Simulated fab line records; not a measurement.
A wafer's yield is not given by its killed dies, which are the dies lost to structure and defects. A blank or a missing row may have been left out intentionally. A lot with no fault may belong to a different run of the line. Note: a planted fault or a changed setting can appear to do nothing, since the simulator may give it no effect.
Matching of chambers :: flow n5_finfet :: 4 sister chambers for N5_BEOL_M8_ETCH_62 on rie_diel-05
The step etches SOC in N2/H2, target depth 110 nm, overetch 22 nm, time 165 s. 16 wafers are shown with their chamber, then 8 later ones without.

WAFERS WITH THEIR CHAMBER
wafer: L074.2
chamber: 1
throttle_valve_pct (%): 17.13
showerhead_plenum_p_Torr (Torr): 2.49
oes_product_au (a.u.): 0.76

wafer: L074.5
chamber: 0
throttle_valve_pct (%): 17.65
showerhead_plenum_p_Torr (Torr): 2.46
oes_product_au (a.u.): 0.67

wafer: L074.6
chamber: 2
throttle_valve_pct (%): 17.71
showerhead_plenum_p_Torr (Torr): 2.55
oes_product_au (a.u.): 0.67

wafer: L076.1
chamber: 0
throttle_valve_pct (%): 17.66
showerhead_plenum_p_Torr (Torr): 2.46
oes_product_au (a.u.): 0.67

wafer: L076.3
chamber: 1
throttle_valve_pct (%): 17.14
showerhead_plenum_p_Torr (Torr): 2.48
oes_product_au (a.u.): 0.76

wafer: L076.5
chamber: 1
throttle_valve_pct (%): 17.13
showerhead_plenum_p_Torr (Torr): 2.49
oes_product_au (a.u.): 0.76

wafer: L079.3
chamber: 0
throttle_valve_pct (%): 17.66
showerhead_plenum_p_Torr (Torr): 2.45
oes_product_au (a.u.): 0.67

wafer: L079.5
chamber: 0
throttle_valve_pct (%): 17.66
showerhead_plenum_p_Torr (Torr): 2.45
oes_product_au (a.u.): 0.66

wafer: L079.6
chamber: 3
throttle_valve_pct (%): 17.45
showerhead_plenum_p_Torr (Torr): 2.51
oes_product_au (a.u.): 0.81

wafer: L080.3
chamber: 2
throttle_valve_pct (%): 17.72
showerhead_plenum_p_Torr (Torr): 2.55
oes_product_au (a.u.): 0.65

wafer: L080.4
chamber: 1
throttle_valve_pct (%): 17.16
showerhead_plenum_p_Torr (Torr): 2.48
oes_product_au (a.u.): 0.75

wafer: L080.6
chamber: 1
throttle_valve_pct (%): 17.14
showerhead_plenum_p_Torr (Torr): 2.48
oes_product_au (a.u.): 0.74

wafer: L081.3
chamber: 0
throttle_valve_pct (%): 17.68
showerhead_plenum_p_Torr (Torr): 2.45
oes_product_au (a.u.): 0.66

wafer: L081.4
chamber: 2
throttle_valve_pct (%): 17.73
showerhead_plenum_p_Torr (Torr): 2.55
oes_product_au (a.u.): 0.66

wafer: L081.5
chamber: 1
throttle_valve_pct (%): 17.16
showerhead_plenum_p_Torr (Torr): 2.48
oes_product_au (a.u.): 0.75

wafer: L082.2
chamber: 0
throttle_valve_pct (%): 17.68
showerhead_plenum_p_Torr (Torr): 2.45
oes_product_au (a.u.): 0.66

SIGNATURES, as means of the wafers listed above
reading: throttle_valve_pct
chamber 0: 17.6650
chamber 1: 17.1433
chamber 2: 17.7200
chamber 3: 17.4500
scatter within a chamber: 0.0125

reading: showerhead_plenum_p_Torr
chamber 0: 2.4533
chamber 1: 2.4833
chamber 2: 2.5500
chamber 3: 2.5100
scatter within a chamber: 0.00471

reading: oes_product_au
chamber 0: 0.6650
chamber 1: 0.7533
chamber 2: 0.6600
chamber 3: 0.8100
scatter within a chamber: 0.00755
Rule: a wafer lies at a distance from a chamber equal to the root of the sum of squares, over the readings, of (its reading less the chamber's mean, divided by the reading's scatter). The wafer belongs to the nearest chamber; if the next one is less than 2 further off, it can't be placed. The scatter: take each reading less its chamber's mean, square it, sum over the shown wafers, divide by the number of wafers less the number of chambers, and take the root.

WAFERS WHOSE CHAMBER IS MISSING
wafer: L082.3
throttle_valve_pct (%): 17.73
showerhead_plenum_p_Torr (Torr): 2.55
oes_product_au (a.u.): 0.66

wafer: L082.6
throttle_valve_pct (%): 17.71
showerhead_plenum_p_Torr (Torr): 2.55
oes_product_au (a.u.): 0.65

wafer: L087.1
throttle_valve_pct (%): 17.77
showerhead_plenum_p_Torr (Torr): 2.54
oes_product_au (a.u.): 0.64

wafer: L087.4
throttle_valve_pct (%): 17.70
showerhead_plenum_p_Torr (Torr): 2.44
oes_product_au (a.u.): 0.64

wafer: L087.5
throttle_valve_pct (%): 17.50
showerhead_plenum_p_Torr (Torr): 2.50
oes_product_au (a.u.): 0.76

wafer: L096.3
throttle_valve_pct (%): 17.74
showerhead_plenum_p_Torr (Torr): 2.44
oes_product_au (a.u.): 0.64

wafer: L096.4
throttle_valve_pct (%): 17.21
showerhead_plenum_p_Torr (Torr): 2.47
oes_product_au (a.u.): 0.70

wafer: L096.6
throttle_valve_pct (%): 17.22
showerhead_plenum_p_Torr (Torr): 2.47
oes_product_au (a.u.): 0.70

CHAMBER TAKEN BY EACH
wafer: L082.3
from the rows above: 2
in truth: 2

wafer: L082.6
from the rows above: 2
in truth: 2

wafer: L087.1
from the rows above: 2
in truth: 2

wafer: L087.4
from the rows above: 0
in truth: 0

wafer: L087.5
from the rows above: 3
in truth: 3

wafer: L096.3
from the rows above: 0
in truth: 0

wafer: L096.4
from the rows above: 1
in truth: 1

wafer: L096.6
from the rows above: 1
in truth: 1
Correct placement for 8 of the 8. From these rows, 0 cannot be placed. Number placed wrongly: 0.
